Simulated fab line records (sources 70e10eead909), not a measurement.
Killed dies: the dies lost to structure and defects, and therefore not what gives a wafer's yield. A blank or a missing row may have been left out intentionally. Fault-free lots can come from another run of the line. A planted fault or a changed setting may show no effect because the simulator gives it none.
Comparing a struck lot with a sound one || flow nand harc || 17 out of 1302 route steps
Sound: these wafers, L150.1, L150.3, L150.4. The struck wafers were L161.2, L161.3, L161.6. The cause comes at the end.
At each step with rows: each side's tool, then ch and its chambers, then its first start. Under that, the readings that differ: sound wafers || struck wafers || difference of the means || sigmas: that difference in standard deviations of wafers without a fault.
alike: readings whose means differ by less than 2 such deviations, and words and numbers that are the same on both sides. not compared: withheld readings, readings that some wafer has no value for, bounds like >300 that may hide the same value, and numbers for which the record gives no deviation and whose values overlap.
The two part at a step that has a row with sigmas, a row that says differs or no value, or rows on one side only. Non-overlapping numbers with no deviation appear without sigmas and do not part them. A reading missing from all wafers of one side parts the sides only when that side holds two or more wafers.

NHARC_A_STAIRCASE_CMP_472: polishes SiO2.
  sound on cmp-03 ch 0,1,2, day 22 22:22; struck on cmp-03 ch 0,2,3, day 26 05:28
  alike: motor current A
then, 1 step without rows for these wafers: NHARC_A_STAIRCASE_SRD_474.
NHARC_A_STAIRCASE_INSPECT_155:
  sound on defect inspect-02 at day 22 22:42; struck on defect inspect-01 at day 26 05:46
  alike: raw defect count
NHARC_A_SGD_CUT_DEP_00: deposits SiNx, target thk 50 nm.
  sound on pecvd-04 ch 0,2, day 22 22:46; struck on pecvd-01 ch 0,2, day 26 05:50
  alike: heater power w
then, 7 steps without rows for these wafers: NHARC_A_SGD_CUT_DEHYDRATE_01 (time 120 s); NHARC_A_SGD_CUT_HMDS_02 (time 30 s); NHARC_A_SGD_CUT_COAT_56 (time 75 s); NHARC_A_SGD_CUT_COAT_57 (time 65 s); NHARC_A_SGD_CUT_COAT_03 (resist thk 90 nm); NHARC_A_SGD_CUT_SOFTBAKE_04 (time 55 s); NHARC_A_SGD_CUT_EBR_05.
NHARC_A_SGD_CUT_EXPOSE_06: exposes mask SGD.
  sound on arfi scanner-02 ch 0, day 22 23:21; struck on arfi scanner-02 ch 0, day 26 06:17
{"reading": "exposure dose mJ cm2", "sound": "85.61 85.60 85.69", "struck": "92.00 92.10 92.01", "difference": "+6.40", "sigmas": "+75"}
  alike: mask
then, 2 steps without rows for these wafers: NHARC_A_SGD_CUT_PEB_07 (peb time 65 s); NHARC_A_SGD_CUT_DEVELOP_08 (develop time 35 s).
NHARC_A_SGD_CUT_CD_MEAS_09: target cd 100 nm.
  sound on cd sem-03 ch 0, day 22 23:29; struck on cd sem-01 ch 0, day 26 06:26
{"reading": "cd nm (nm)", "sound": "100.8 100.1 100.6", "struck": "105.2 105.5 105.7", "difference": "+5.0", "sigmas": "+10"}
NHARC_A_SGD_CUT_OVL_MEAS_10:
  sound on overlay-02 at day 22 23:35; struck on overlay-02 at day 26 06:31
  alike: overlay x nm, overlay y nm
-- record jumps: 5 days between struck wafers' starts before vs after; left off in module A_SGD_CUT, resumes in module END, first step shown is number 1302 of the route --
NHARC_END_SORT_01:
  sound on prober-01 ch 0, day 27 21:25; struck on prober-01 ch 0, day 31 13:35
{"reading": "killed at periphery", "sound": "10 7 11", "struck": "4 1 4", "difference": -6, "sigmas": -2}
  alike: killed at array, killed at other, killed dies, killed open, killed short

WHERE THEY PART
Earliest at NHARC_A_SGD_CUT_EXPOSE_06; latest, in this record, at NHARC_END_SORT_01.

WHY: what had been put in by the simulator
Process parameters drifting: arfi scanner-02 at NHARC_A_SGD_CUT_EXPOSE_06, beginning at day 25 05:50. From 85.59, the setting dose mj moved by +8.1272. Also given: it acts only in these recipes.
